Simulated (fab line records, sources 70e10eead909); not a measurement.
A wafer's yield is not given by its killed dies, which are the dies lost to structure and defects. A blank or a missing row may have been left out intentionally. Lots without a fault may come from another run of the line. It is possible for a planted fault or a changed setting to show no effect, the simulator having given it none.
Which tool was responsible? | flow nandHarc | 39 wafers from 13 lots sampled at 4 of the route's 1302 steps

== WHAT THE GAUGES SHOWED, per wafer ==
NHARC_A_ONON_D1_THK_MEAS_11: measures by ellipsometry.
lot  | measured     | on           | thkNm (nm)
L202 | day 7 16:06  | filmMetro-02 | 999 999 999
L204 | day 8 13:43  | filmMetro-02 | 990 989 990
L205 | day 9 06:07  | filmMetro-02 | 1008 1010 1007
L206 | day 9 14:34  | filmMetro-01 | 993 994 992
L209 | day 10 19:20 | filmMetro-01 | 1019 1020 1019
L210 | day 11 08:20 | filmMetro-02 | 995 998 997
L211 | day 11 21:29 | filmMetro-01 | 1002 1001 1000
L212 | day 11 21:26 | filmMetro-01 | 1003 1003 1002
L217 | day 13 22:10 | filmMetro-01 | 990 989 989
L218 | day 14 11:53 | filmMetro-01 | 1002 998 1000
L223 | day 16 15:13 | filmMetro-01 | 985 987 985
L224 | day 16 21:53 | filmMetro-01 | 1005 1005 1005
L225 | day 17 08:42 | filmMetro-01 | 991 989 990

NHARC_A_ONON_D1_THK_MEAS_30: measures by ellipsometry.
lot  | measured     | on           | thkNm (nm)
L202 | day 8 01:48  | filmMetro-01 | 995 995 997
L204 | day 9 00:29  | filmMetro-01 | 1012 1011 1012
L205 | day 9 16:46  | filmMetro-02 | 1000 1000 998
L206 | day 10 01:10 | filmMetro-02 | 999 998 997
L209 | day 11 05:59 | filmMetro-01 | 992 994 993
L210 | day 11 18:43 | filmMetro-01 | 1001 1000 1001
L211 | day 12 08:38 | filmMetro-01 | 1030 1030 1029
L212 | day 12 08:24 | filmMetro-02 | 1001 1003 1001
L217 | day 14 08:48 | filmMetro-02 | 1525 1523 1522 1524 1523 1523
L218 | day 15 01:13 | filmMetro-02 | 1544 1545 1547 1545 1546 1545
L223 | day 17 06:09 | filmMetro-02 | 998 1000 999
L224 | day 17 06:10 | filmMetro-01 | 994 995 996
L225 | day 17 19:08 | filmMetro-02 | 1006 1006 1005

== WHICH TOOL RAN EACH LOT (tool, then ch and the chambers of the sampled wafers, then the start) ==
lot  | NHARC_A_ZERO_WELL_DESCUM_12       | NHARC_A_ONON_D1_DEP_28
L202 | rieDiel-10 ch 0,2, day 6 16:04    | pecvdOnon-03 ch 0, day 8 01:24
L204 | rieDiel-10 ch 0,2,3, day 7 13:28  | pecvdOnon-03 ch 0, day 9 00:09
L205 | rieDiel-10 ch 0,1,2, day 8 05:40  | pecvdOnon-03 ch 0, day 9 16:15
L206 | rieDiel-10 ch 1,2, day 8 13:24    | pecvdOnon-03 ch 0, day 10 00:43
L209 | rieDiel-10 ch 0,1,3, day 9 15:24  | pecvdOnon-02 ch 0, day 11 05:28
L210 | rieDiel-10 ch 0,1,3, day 10 04:38 | pecvdOnon-02 ch 0, day 11 18:12
L211 | rieDiel-10 ch 0,1,2, day 10 17:42 | pecvdOnon-03 ch 0, day 12 08:07
L212 | rieDiel-10 ch 2,3, day 10 19:59   | pecvdOnon-02 ch 0, day 12 07:53
L217 | rieDiel-10 ch 0,2, day 12 21:43   | pecvdOnon-03 ch 0, day 14 08:20
L218 | rieDiel-10 ch 0,1,3, day 13 09:44 | pecvdOnon-03 ch 0, day 15 00:43
L223 | rieDiel-09 ch 0,2,3, day 15 15:46 | pecvdOnon-01 ch 0, day 17 05:38
L224 | rieDiel-10 ch 0,1, day 15 21:02   | pecvdOnon-02 ch 0, day 17 05:43
L225 | rieDiel-09 ch 0,2, day 16 06:45   | pecvdOnon-02 ch 0, day 17 18:37
- NHARC_A_ZERO_WELL_DESCUM_12: chemistry O2, time 3 s.
- NHARC_A_ONON_D1_DEP_28: target thk 1000 nm.

== AS READ BY THE TOOLS THEMSELVES (means over the sampled wafers that have a number; for cases with no such wafer, the mark the record gives instead) ==
NHARC_A_ZERO_WELL_DESCUM_12.
lot  | tool       | drypumpMotorCurrentA (A) | o2FlowSccm (sccm) | oesProductAu (a.u.) | rfVppV (V) | showerheadPlenumPTorr (Torr) | throttleValvePct (%)
L202 | rieDiel-10 | 6.2                      | 199.9             | 0.999               | 56.8       | 1.96                         | 11.306
L204 | rieDiel-10 | 6.0                      | 199.7             | 1.002               | 58.5       | 1.98                         | 11.314
L205 | rieDiel-10 | 5.8                      | 199.8             | 1.000               | 58.3       | 1.98                         | 11.311
L206 | rieDiel-10 | 5.7                      | 199.8             | 1.003               | 58.6       | 2.02                         | 11.313
L209 | rieDiel-10 | 5.6                      | 200.1             | 0.997               | 58.8       | 2.00                         | 11.311
L210 | rieDiel-10 | 5.6                      | 200.2             | 1.004               | 58.2       | 2.00                         | 11.313
L211 | rieDiel-10 | 5.8                      | 199.8             | 1.009               | 57.9       | 1.98                         | 11.314
L212 | rieDiel-10 | 5.9                      | 200.1             | 1.005               | 58.7       | 2.02                         | 11.313
L217 | rieDiel-10 | 6.3                      | 200.0             | 0.995               | 58.5       | 1.91                         | 11.313
L218 | rieDiel-10 | 5.6                      | 199.8             | 0.994               | 58.9       | 2.00                         | 11.314
L223 | rieDiel-09 | 5.6                      | 199.5             | 1.000               | 58.7       | 1.96                         | 11.299
L224 | rieDiel-10 | 5.9                      | 199.8             | 1.003               | 57.7       | 1.94                         | 11.314
L225 | rieDiel-09 | 6.0                      | 199.9             | 1.005               | 58.9       | 1.96                         | 11.311

== THE ANSWER, worked out from the rows above alone ==
Rule: what is usual is taken from the lots themselves. The widest of any qualifying gaps counts: lots, ordered by their means at a reading, are off when they make up no more than a third of the lots, leave a main group of 4 or more, and stand apart from it by 3 or more times the standard deviation of that group's means. The tables above print the reading to a certain number of digits; a main group whose means all agree to those digits is not used. Also off: a lot with no number at a reading for which 4 or more lots have one. All remaining lots with rows at the step are treated as sound. Order of review: gauges by route order, followed by the tools' own readings, for which a lot's mean as printed above is used. At the first step where some lot is off, the reading lying furthest off is the one used; lots without a number count as furthest.
Off: L217, L218, at NHARC_A_ONON_D1_THK_MEAS_30 (thkNm). Main group: mean 1003 nm, sd 9.9.
A tool fits if, at a process step before that reading, it ran every lot that is off, and no sound lot after the first of them. Those tools and the gauges at NHARC_A_ONON_D1_THK_MEAS_30 are tried in the same way. One fits: pecvdOnon-03 at NHARC_A_ONON_D1_DEP_28. Its last sound lot is L211 (day 12 08:07), its first lot that is off L217 (day 14 08:20): a fault that began between those two fits.

== WHAT THE SIMULATOR PUT IN ==
pecvdOnon-03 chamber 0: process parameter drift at NHARC_A_ONON_D1_DEP_28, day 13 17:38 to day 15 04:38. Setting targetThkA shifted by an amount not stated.
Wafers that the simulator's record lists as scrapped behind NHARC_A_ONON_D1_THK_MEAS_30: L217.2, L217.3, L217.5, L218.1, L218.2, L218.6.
Struck lots among those shown: L217, L218. The rule above reached the same finding.
